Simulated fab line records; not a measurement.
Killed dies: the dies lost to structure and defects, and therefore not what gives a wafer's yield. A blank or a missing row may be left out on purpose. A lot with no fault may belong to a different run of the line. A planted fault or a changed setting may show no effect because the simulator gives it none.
The tool behind it: which one? | flow n5 finfet | 11 lots with 32 wafers sampled at 5 steps, on a route of 1938 steps

== WHAT EACH GAUGE READ, for each wafer ==
N5_BEOL_M7_THK_MEAS_01. Usual: M7_ILD_THK gives 154.9 nm (standard deviation 2.3).
lot  | measured     | on            | M7_ILD_THK (nm)   | flag
L825 | day 8 18:11  | film metro-02 | 156.5 155.2 156.2 |
L826 | day 8 19:35  | film metro-01 | 155.7 158.2 155.5 |
L827 | day 9 16:30  | film metro-02 | 153.7 158.9 156.2 |
L829 | day 9 18:02  | film metro-01 | 152.4 155.5 154.0 |
L830 | day 10 11:52 | film metro-01 | 154.2 154.5       |
L832 | day 10 13:59 | film metro-02 | 155.9 154.8 156.7 |
L833 | day 10 20:14 | film metro-02 | 153.5 153.1 156.8 |
L834 | day 11 13:02 | film metro-02 | 157.0 157.2 156.0 |
L836 | day 11 23:40 | film metro-02 | 152.8 159.8 156.6 |
L842 | day 13 06:22 | film metro-01 | 153.5 154.4 121.7 | OFF
L847 | day 14 09:57 | film metro-01 | 153.1 156.6 154.0 |

== EACH LOT AND THE TOOL THAT RAN IT (in order: tool; ch and the chambers of the sampled wafers; start) ==
lot  | N5_BEOL_M6_CURE_75            | N5_BEOL_M6_SURFACE_TREAT_79  | N5_BEOL_M7_ILD_DEP_00           | N5_BEOL_M7_CURE_74
L825 | uv cure-02 ch 1, day 8 14:57  | pvd sputter-02, day 8 16:24  | pecvd-04 ch 0,1,2, day 8 17:35  | uv cure-01 ch 2, day 8 17:45
L826 | uv cure-02 ch 2, day 8 16:50  | pvd sputter-03, day 8 17:27  | pecvd-02 ch 0,2, day 8 19:00    | uv cure-03 ch 1, day 8 19:13
L827 | uv cure-01 ch 1, day 9 13:23  | pvd sputter-01, day 9 14:14  | pecvd-01 ch 0,1,2, day 9 15:56  | uv cure-03 ch 2, day 9 16:09
L829 | uv cure-01 ch 0, day 9 14:29  | pvd sputter-03, day 9 15:56  | pecvd-02 ch 2, day 9 17:26      | uv cure-02 ch 2, day 9 17:31
L830 | uv cure-03 ch 1, day 10 07:35 | pvd sputter-01, day 10 08:55 | pecvd-01 ch 1,2, day 10 11:17   | uv cure-03 ch 1, day 10 11:21
L832 | uv cure-02 ch 1, day 10 10:33 | pvd sputter-02, day 10 11:42 | pecvd-02 ch 1,2, day 10 13:23   | uv cure-01 ch 0, day 10 13:29
L833 | uv cure-02 ch 0, day 10 16:43 | pvd sputter-02, day 10 18:29 | pecvd-04 ch 0,1,2, day 10 19:40 | uv cure-03 ch 2, day 10 19:49
L834 | uv cure-03 ch 1, day 11 10:14 | pvd sputter-02, day 11 11:00 | pecvd-02 ch 1,2, day 11 12:27   | uv cure-01 ch 2, day 11 12:40
L836 | uv cure-01 ch 2, day 11 18:49 | pvd sputter-01, day 11 21:31 | pecvd-04 ch 0,1,2, day 11 23:06 | uv cure-03 ch 1, day 11 23:19
L842 | uv cure-03 ch 0, day 13 02:42 | pvd sputter-02, day 13 03:40 | pecvd-04 ch 0,1,2, day 13 05:47 | uv cure-03 ch 2, day 13 05:51
L847 | uv cure-01 ch 0, day 14 06:18 | pvd sputter-03, day 14 07:09 | pecvd-02 ch 1,2, day 14 09:23   | uv cure-03 ch 0, day 14 09:31
- N5_BEOL_M6_CURE_75: cures SiCOH lowk, time 120 s.
- N5_BEOL_M6_SURFACE_TREAT_79
- N5_BEOL_M7_ILD_DEP_00: deposits SiCOH lowk from DEMS/porogen, target thk 179.75 nm, time 33.4 s.
- N5_BEOL_M7_CURE_74: cures SiCOH lowk, time 240 s.

== WHAT THE TOOLS THEMSELVES READ (means of the sampled wafers that have a number; where no wafer has one, the mark that the record gives instead) ==
N5_BEOL_M6_CURE_75. Usual: lamp power pct 52.30 %, standard deviation 0.051; wafer_temp_C_max 371.3, standard deviation 0.5.
lot  | tool       | lamp power pct (%) | wafer_temp_C_max | flag
L825 | uv cure-02 | 52.27              | 371.1            |
L826 | uv cure-02 | 52.35              | 371.8            |
L827 | uv cure-01 | 52.31              | 371.5            |
L829 | uv cure-01 | 52.29              | 371.0            |
L830 | uv cure-03 | 52.30              | 370.8            |
L832 | uv cure-02 | 52.36              | 371.1            |
L833 | uv cure-02 | 52.30              | 371.6            |
L834 | uv cure-03 | 52.33              | 371.0            |
L836 | uv cure-01 | 52.31              | 372.3            |
L842 | uv cure-03 | 52.29              | 372.1            |
L847 | uv cure-01 | 52.28              | 370.9            |

N5_BEOL_M7_ILD_DEP_00. Usual: heater power w 297 W, standard deviation 46; showerhead plenum p Torr 5.738 Torr, standard deviation 0.016; throttle valve pct 13.9 %, standard deviation 0.81.
lot  | tool     | heater power w (W) | showerhead plenum p Torr (Torr) | throttle valve pct (%) | flag
L825 | pecvd-04 | 278                | 5.746                           | 14.6                   |
L826 | pecvd-02 | 324                | 5.723                           | 13.0                   |
L827 | pecvd-01 | 314                | 5.732                           | 13.9                   |
L829 | pecvd-02 | 331                | 5.731                           | 12.8                   |
L830 | pecvd-01 | 300                | 5.733                           | 14.2                   |
L832 | pecvd-02 | 314                | 5.745                           | 13.1                   |
L833 | pecvd-04 | 251                | 5.743                           | 14.3                   |
L834 | pecvd-02 | 332                | 5.741                           | 12.9                   |
L836 | pecvd-04 | 247                | 5.747                           | 14.3                   |
L842 | pecvd-04 | 251                | 5.741                           | 14.5                   |
L847 | pecvd-02 | 312                | 5.746                           | 13.2                   |

N5_BEOL_M7_CURE_74. Usual: lamp power pct 52.31 %, standard deviation 0.051; wafer_temp_C_max 386.6, standard deviation 0.77.
lot  | tool       | lamp power pct (%) | wafer_temp_C_max | flag
L825 | uv cure-01 | 52.33              | 387.8            |
L826 | uv cure-03 | 52.31              | 385.8            |
L827 | uv cure-03 | 52.31              | 386.5            |
L829 | uv cure-02 | 52.27              | 387.1            |
L830 | uv cure-03 | 52.34              | 386.1            |
L832 | uv cure-01 | 52.34              | 386.2            |
L833 | uv cure-03 | 52.33              | 386.3            |
L834 | uv cure-01 | 52.30              | 387.9            |
L836 | uv cure-03 | 52.33              | 385.9            |
L842 | uv cure-03 | 52.27              | 386.3            |
L847 | uv cure-03 | 52.33              | 387.4            |

== THE ANSWER, worked out from the rows above alone ==
Rule: take the mean of a lot's wafers that have a number; if it is more than 3 standard deviations from the usual mean, the lot is off. A lot without any number at a reading at which 4 lots or more have one is off too. All remaining lots with rows at the step are treated as sound. Order of review: gauges by route order, followed by the tools' own readings, for which a lot's mean as printed above is used. The first step at which some lot is off is used, and at that step the reading that is off furthest; a lot without a number counts as furthest.
Off: L842, seen at N5_BEOL_M7_THK_MEAS_01 (M7_ILD_THK).
If a tool, at a process step before that reading, ran all the lots that are off and no sound lot after the first of them, it fits. Those tools and the gauges at N5_BEOL_M7_THK_MEAS_01 are tried in the same way. Can't be told from this: 3 tools fit, uv cure-03 at N5_BEOL_M6_CURE_75, pvd sputter-02 at N5_BEOL_M6_SURFACE_TREAT_79, pecvd-04 at N5_BEOL_M7_ILD_DEP_00.

== WHAT WAS PUT IN BY THE SIMULATOR ==
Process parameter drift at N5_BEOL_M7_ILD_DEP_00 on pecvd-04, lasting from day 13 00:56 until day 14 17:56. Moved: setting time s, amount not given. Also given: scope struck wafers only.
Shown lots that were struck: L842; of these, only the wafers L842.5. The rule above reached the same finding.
